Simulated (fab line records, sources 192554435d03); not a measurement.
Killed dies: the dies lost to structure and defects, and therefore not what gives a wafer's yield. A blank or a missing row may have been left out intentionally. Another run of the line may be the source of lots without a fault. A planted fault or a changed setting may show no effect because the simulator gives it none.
Split-lot trial	flow n5 finfet	on a route of 1938 steps: 7 lots, 21 wafers read

== THE SPLIT ==
At N5_BEOL_M7_TRENCH_ETCH_37 (etches SiCOH lowk in C4F6/O2, target depth 93.478 nm, time 31.2 s), the setting bias w was moved away from the recipe's 185 W on 7 of the 21 wafers read, by -14.9% to +14.2%. This setting was run at the recipe's value on the other wafers.

Reading taken at the split's own step.

== THE READING ==
rf vpp V, in V, at N5_BEOL_M7_TRENCH_ETCH_37 (etches SiCOH lowk in C4F6/O2, target depth 93.478 nm, time 31.2 s). Typical for fault-free wafers on this fab line: 663 V, with standard deviation 6.5 V.

wafer	tool, chamber at the split	bias w as run, W	against the recipe	rf vpp V, V	against lot-mates on the recipe
L079.1	rie diel-02, 0	185	recipe	660	-
L079.2	rie diel-02, 1	176.6	-4.5%	630	-30
L079.6	rie diel-02, 2	185	recipe	660	-
L080.2	rie diel-04, 2	185	recipe	661	-
L080.3	rie diel-04, 0	194.3	+5.0%	692	+24
L080.5	rie diel-04, 1	185	recipe	676	-
L082.2	rie diel-03, 1	211.3	+14.2%	743	+78
L082.3	rie diel-03, 0	185	recipe	665	-
L082.5	rie diel-03, 0	211.3	+14.2%	741	+76
L085.1	rie diel-03, 2	199.7	+7.9%	703	+44
L085.2	rie diel-03, 3	185	recipe	652	-
L085.5	rie diel-03, 0	185	recipe	667	-
L093.2	rie diel-03, 2	185	recipe	660	-
L093.4	rie diel-03, 0	157.4	-14.9%	586	-74
L093.5	rie diel-03, 2	185	recipe	661	-
L094.1	rie diel-03, 1	185	recipe	667	-
L094.3	rie diel-03, 3	185	recipe	652	-
L094.5	rie diel-03, 2	185	recipe	660	-
L097.2	rie diel-04, 3	209.1	+13.0%	728	+60
L097.3	rie diel-04, 1	185	recipe	677	-
L097.6	rie diel-04, 2	185	recipe	659	-

FIT RESULTS
A straight line over all 21 wafers: rf vpp V changes by +5.38 V for each +1% of bias w; r = +0.98; the points scatter about the line by 6.6 V.
The same after taking each lot's own level away (the mean of its wafers on the recipe; 21 wafers): +5.18 V for each +1%; r = +0.99; scatter 5.8 V.
The reading moves by 77 V for the largest change in bias w, on that fit.
Across the lots, their own levels run from 659.5 to 668.5 V, a range of 1.4 times the standard deviation given above.
The two slopes are in agreement: the lot-to-lot level therefore moves the slope only a little.
Check: with one of the wafers moved furthest among these (-14.9%) left out of the fit, the line predicts -79.3 V for it against its lot-mates. It came out at -74.5 V against them.
Tool readings at the split's step, against how far the setting was moved: rf vpp V r = +0.98.

== FURTHER SPLITS ON THESE WAFERS ==
Before the reading, these wafers also passed through other splits. Each is held against what the fit with the lots' levels taken away leaves over:
other split on the same wafers	wafers away from the commonest value	r with rf vpp V (lot level and that fit taken away)
N5_BEOL_M4_COAT_67 spin rpm	8	+0.05
N5_BEOL_M4_COAT_22 spin rpm	6	+0.17
N5_BEOL_M5_ETCH_68 bias w	8	-0.21
N5_BEOL_M5_VIA_ETCH_34 bias w	9	+0.00
N5_BEOL_M5_ETCH_41 source w	2	-0.19
N5_BEOL_M6_DEP_56 time s	7	+0.52
N5_BEOL_M7_PECVD_70 time s	6	+0.05
N5_BEOL_M7_VIA_ETCH_34 bias w	5	+0.06

== FILE'S OWN FIT ==
rf vpp V changes by +5.08 V for each +1% of bias w, r = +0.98.
